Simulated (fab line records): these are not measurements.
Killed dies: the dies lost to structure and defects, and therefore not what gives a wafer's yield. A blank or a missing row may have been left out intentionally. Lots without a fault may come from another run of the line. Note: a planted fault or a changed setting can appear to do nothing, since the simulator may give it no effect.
Chamber matching    flow n5-finfet    3 sister chambers for N5_BEOL_M10_CURE_71 on uv-cure-03
The step cures SiCOH lowk, time 240 s. 3 wafers are shown with their chamber, then 10 later ones without.

== WAFERS, EACH WITH ITS CHAMBER ==
wafer   chamber  wafer_temp_C_max
L081.6  2        386.7
L078.6  1        387.0
L085.3  0        387.0

== WAFERS MISSING THEIR CHAMBER ==
wafer   wafer_temp_C_max
L085.4  386.8
L088.3  386.9
L088.5  386.7
L088.6  386.3
L094.1  386.2
L094.4  385.9
L094.6  386.6
L097.3  387.1
L097.4  387.8
L097.6  387.0

== THE CHAMBER EACH PASSED THROUGH ==
wafer   from the rows above           in truth
L085.4  can't be placed: 2 or 0 or 1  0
L088.3  can't be placed: 0 or 1 or 2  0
L088.5  can't be placed: 2 or 0 or 1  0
L088.6  can't be placed: 2 or 0 or 1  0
L094.1  can't be placed: 2 or 0 or 1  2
L094.4  can't be placed: 2 or 0 or 1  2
L094.6  can't be placed: 2 or 0 or 1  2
L097.3  can't be placed: 0 or 1 or 2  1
L097.4  can't be placed: 0 or 1 or 2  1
L097.6  can't be placed: 0 or 1 or 2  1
0 of 10 placed correctly. Can't be placed from these rows: 10 (the true chamber is among the candidates in 10). Number placed wrongly: 0.
How it was worked out, from the rows above alone: a wafer's distance from a chamber is the root of the sum, over the readings, of the square of ((its reading less the chamber's mean) divided by the reading's scatter). If the next closest chamber is less than 2 further off than the closest, the wafer can't be placed; otherwise it belongs to the closest. The mean given for a chamber averages the wafers shown for that chamber. The scatter: root of mean squared gap, hidden wafer to nearest shown wafer, with one shown wafer a chamber.
